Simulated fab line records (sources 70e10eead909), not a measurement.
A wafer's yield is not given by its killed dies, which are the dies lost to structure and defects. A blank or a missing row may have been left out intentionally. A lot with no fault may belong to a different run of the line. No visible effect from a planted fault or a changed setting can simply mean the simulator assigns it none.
Chamber matching    flow nandHarc    4 sister chambers for NHARC_A_CHANNEL_FILL_D2_ALD_16 on aldHk-03
The step deposits SiO2, target thk 1.5 nm, pulse time 10 s, ald cycles 15. 4 wafers are shown with their chamber, then 8 later ones without.

## WAFERS WITH THEIR CHAMBER
wafer   chamber  heaterPowerW (W)
L492.5  2        365
L494.3  3        461
L494.6  0        401
L496.1  1        457

## WAFERS WHOSE CHAMBER IS MISSING
wafer   heaterPowerW (W)
L496.3  404
L496.5  446
L497.4  447
L497.5  451
L497.6  365
L501.2  444
L501.3  462
L501.5  446

## THE CHAMBER EACH PASSED THROUGH
wafer   from the rows above      in truth
L496.3  0                        0
L496.5  can't be placed: 1 or 3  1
L497.4  can't be placed: 1 or 3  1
L497.5  can't be placed: 1 or 3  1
L497.6  2                        2
L501.2  can't be placed: 1 or 3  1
L501.3  can't be placed: 3 or 1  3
L501.5  can't be placed: 1 or 3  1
Placed correctly: 2 of 8. Cannot be placed on the basis of these rows: 6; the candidates contain the true chamber in 6. Wrongly placed: 0.
How it was worked out, from the rows above alone: a wafer's distance from a chamber is the root of the sum, over the readings, of the square of ((its reading less the chamber's mean) divided by the reading's scatter). The wafer belongs to the nearest chamber; if the next one is less than 2 further off, it can't be placed. The mean given for a chamber averages the wafers shown for that chamber. The scatter (one wafer shown for each chamber): square how far every hidden wafer sits from the nearest shown wafer, average those squares and take the square root.
